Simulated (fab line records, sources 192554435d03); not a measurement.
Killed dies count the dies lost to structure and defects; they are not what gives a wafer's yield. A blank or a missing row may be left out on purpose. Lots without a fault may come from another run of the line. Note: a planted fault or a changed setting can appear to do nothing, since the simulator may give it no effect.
Chamber matching || flow n5 finfet || rie diel-01 running N5_BEOL_M3_ETCHBACK_99: 4 sister chambers
The step etches SiO2 in CHF3, target depth 5 nm, time 10.4 s. 24 wafers are shown with their chamber, then 12 later ones without.

WAFERS PAIRED WITH THEIR CHAMBERS
{"wafer": "L076.4", "chamber": 1, "drypump motor current A (A)": 5.6, "rf vpp V (V)": 238, "throttle valve pct (%)": 17.36}
{"wafer": "L076.5", "chamber": 2, "drypump motor current A (A)": 5.7, "rf vpp V (V)": 241, "throttle valve pct (%)": 17.23}
{"wafer": "L076.6", "chamber": 1, "drypump motor current A (A)": 5.6, "rf vpp V (V)": 239, "throttle valve pct (%)": 17.36}
{"wafer": "L079.1", "chamber": 0, "drypump motor current A (A)": 5.4, "rf vpp V (V)": 238, "throttle valve pct (%)": 17.01}
{"wafer": "L079.3", "chamber": 1, "drypump motor current A (A)": 5.7, "rf vpp V (V)": 238, "throttle valve pct (%)": 17.36}
{"wafer": "L079.4", "chamber": 3, "drypump motor current A (A)": 6.1, "rf vpp V (V)": 236, "throttle valve pct (%)": 16.86}
{"wafer": "L084.4", "chamber": 2, "drypump motor current A (A)": 5.7, "rf vpp V (V)": 245, "throttle valve pct (%)": 17.28}
{"wafer": "L084.5", "chamber": 1, "drypump motor current A (A)": 5.6, "rf vpp V (V)": 242, "throttle valve pct (%)": 16.96}
{"wafer": "L084.6", "chamber": 2, "drypump motor current A (A)": 5.7, "rf vpp V (V)": 243, "throttle valve pct (%)": 17.29}
{"wafer": "L085.1", "chamber": 3, "drypump motor current A (A)": 6.1, "rf vpp V (V)": 235, "throttle valve pct (%)": 16.89}
{"wafer": "L085.2", "chamber": 0, "drypump motor current A (A)": 5.4, "rf vpp V (V)": 239, "throttle valve pct (%)": 17.05}
{"wafer": "L085.6", "chamber": 3, "drypump motor current A (A)": 6.1, "rf vpp V (V)": 237, "throttle valve pct (%)": 16.91}
{"wafer": "L086.3", "chamber": 0, "drypump motor current A (A)": 5.4, "rf vpp V (V)": 239, "throttle valve pct (%)": 17.08}
{"wafer": "L086.5", "chamber": 0, "drypump motor current A (A)": 5.4, "rf vpp V (V)": 238, "throttle valve pct (%)": 17.07}
{"wafer": "L086.6", "chamber": 3, "drypump motor current A (A)": 6.1, "rf vpp V (V)": 236, "throttle valve pct (%)": 16.91}
{"wafer": "L087.2", "chamber": 1, "drypump motor current A (A)": 5.6, "rf vpp V (V)": 243, "throttle valve pct (%)": 16.97}
{"wafer": "L087.4", "chamber": 3, "drypump motor current A (A)": 6.1, "rf vpp V (V)": 235, "throttle valve pct (%)": 16.92}
{"wafer": "L087.6", "chamber": 0, "drypump motor current A (A)": 5.4, "rf vpp V (V)": 239, "throttle valve pct (%)": 17.08}
{"wafer": "L088.2", "chamber": 2, "drypump motor current A (A)": 5.7, "rf vpp V (V)": 243, "throttle valve pct (%)": 17.30}
{"wafer": "L088.5", "chamber": 0, "drypump motor current A (A)": 5.4, "rf vpp V (V)": 238, "throttle valve pct (%)": 17.08}
{"wafer": "L088.6", "chamber": 3, "drypump motor current A (A)": 6.0, "rf vpp V (V)": 237, "throttle valve pct (%)": 16.90}
{"wafer": "L091.1", "chamber": 3, "drypump motor current A (A)": 6.1, "rf vpp V (V)": 235, "throttle valve pct (%)": 16.93}
{"wafer": "L091.2", "chamber": 2, "drypump motor current A (A)": 5.7, "rf vpp V (V)": 243, "throttle valve pct (%)": 17.28}
{"wafer": "L091.3", "chamber": 1, "drypump motor current A (A)": 5.6, "rf vpp V (V)": 241, "throttle valve pct (%)": 16.96}

SIGNATURES (averages over the wafers above)
{"reading": "drypump motor current A", "chamber 0": 5.400, "chamber 1": 5.617, "chamber 2": 5.700, "chamber 3": 6.086, "scatter within a chamber": 0.0291}
{"reading": "rf vpp V", "chamber 0": 238.50, "chamber 1": 240.17, "chamber 2": 243.00, "chamber 3": 235.86, "scatter within a chamber": 1.36}
{"reading": "throttle valve pct", "chamber 0": 17.0617, "chamber 1": 17.1617, "chamber 2": 17.2760, "chamber 3": 16.9029, "scatter within a chamber": 0.111}
Rule: for each reading, subtract the chamber's mean from the wafer's reading, divide by that reading's scatter and square the result; add these up over the readings and take the root, which gives the wafer's distance from the chamber. The wafer belongs to the nearest chamber; if the next one is less than 2 further off, it can't be placed. The scatter: take each reading less its chamber's mean, square it, sum over the shown wafers, divide by the number of wafers less the number of chambers, and take the root.

WAFERS WITHOUT THEIR CHAMBER
{"wafer": "L092.1", "drypump motor current A (A)": 5.7, "rf vpp V (V)": 244, "throttle valve pct (%)": 17.29}
{"wafer": "L092.2", "drypump motor current A (A)": 5.4, "rf vpp V (V)": 238, "throttle valve pct (%)": 17.07}
{"wafer": "L092.5", "drypump motor current A (A)": 6.1, "rf vpp V (V)": 235, "throttle valve pct (%)": 16.92}
{"wafer": "L089.1", "drypump motor current A (A)": 6.1, "rf vpp V (V)": 235, "throttle valve pct (%)": 16.91}
{"wafer": "L089.2", "drypump motor current A (A)": 5.7, "rf vpp V (V)": 244, "throttle valve pct (%)": 17.29}
{"wafer": "L089.3", "drypump motor current A (A)": 5.6, "rf vpp V (V)": 242, "throttle valve pct (%)": 16.98}
{"wafer": "L095.4", "drypump motor current A (A)": 5.7, "rf vpp V (V)": 242, "throttle valve pct (%)": 17.30}
{"wafer": "L095.5", "drypump motor current A (A)": 5.4, "rf vpp V (V)": 238, "throttle valve pct (%)": 17.10}
{"wafer": "L095.6", "drypump motor current A (A)": 5.6, "rf vpp V (V)": 241, "throttle valve pct (%)": 16.98}
{"wafer": "L097.3", "drypump motor current A (A)": 5.6, "rf vpp V (V)": 244, "throttle valve pct (%)": 16.97}
{"wafer": "L097.4", "drypump motor current A (A)": 5.4, "rf vpp V (V)": 238, "throttle valve pct (%)": 17.08}
{"wafer": "L097.5", "drypump motor current A (A)": 6.0, "rf vpp V (V)": 236, "throttle valve pct (%)": 16.92}

THE CHAMBER EACH PASSED THROUGH
{"wafer": "L092.1", "from the rows above": 2, "in truth": 2}
{"wafer": "L092.2", "from the rows above": 0, "in truth": 0}
{"wafer": "L092.5", "from the rows above": 3, "in truth": 3}
{"wafer": "L089.1", "from the rows above": 3, "in truth": 3}
{"wafer": "L089.2", "from the rows above": 2, "in truth": 2}
{"wafer": "L089.3", "from the rows above": 1, "in truth": 1}
{"wafer": "L095.4", "from the rows above": 2, "in truth": 2}
{"wafer": "L095.5", "from the rows above": 0, "in truth": 0}
{"wafer": "L095.6", "from the rows above": 1, "in truth": 1}
{"wafer": "L097.3", "from the rows above": "can't be placed: 1 or 2", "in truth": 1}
{"wafer": "L097.4", "from the rows above": 0, "in truth": 0}
{"wafer": "L097.5", "from the rows above": 3, "in truth": 3}
Correct placement for 11 of the 12. Cannot be placed on the basis of these rows: 1; the candidates contain the true chamber in 1. 0 placed wrongly.
